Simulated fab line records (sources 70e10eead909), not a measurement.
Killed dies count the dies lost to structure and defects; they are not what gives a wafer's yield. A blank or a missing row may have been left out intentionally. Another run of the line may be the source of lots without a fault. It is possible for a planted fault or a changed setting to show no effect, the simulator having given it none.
Chamber matching	flow nand_harc	rie_diel-01 running NHARC_THIN_TSV_DESCUM_35: 4 sister chambers
The step chemistry O2, time 3 s. 4 wafers are shown with their chamber, then 7 later ones without.

WAFERS, EACH WITH ITS CHAMBER
wafer	chamber	drypump_motor_current_A (A)
L819.2	2	5.2
L819.4	3	5.8
L820.1	0	5.8
L820.3	1	6.5

WAFERS MISSING THEIR CHAMBER
wafer	drypump_motor_current_A (A)
L820.4	5.8
L826.3	6.5
L826.4	5.8
L826.6	5.2
L827.3	5.9
L827.5	5.9
L827.6	5.1

WHICH CHAMBER EACH WENT THROUGH
wafer	from the rows above	in truth
L820.4	can't be placed: 0 or 3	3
L826.3	1	1
L826.4	can't be placed: 0 or 3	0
L826.6	2	2
L827.3	can't be placed: 0 or 3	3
L827.5	can't be placed: 0 or 3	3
L827.6	2	2
Placed correctly: 3 of 7. These rows do not allow placing 4 (true chamber among the candidates in 4). Placed wrongly: 0.
How it was worked out, from the rows above alone: a wafer's distance from a chamber is the root of the sum, over the readings, of the square of ((its reading less the chamber's mean) divided by the reading's scatter). The wafer belongs to the nearest chamber; if the next one is less than 2 further off, it can't be placed. For every chamber, the mean is computed from those of its wafers that are shown. The scatter: with one shown wafer a chamber, the root of the mean of the squares of how far each hidden wafer lies from its nearest shown one.
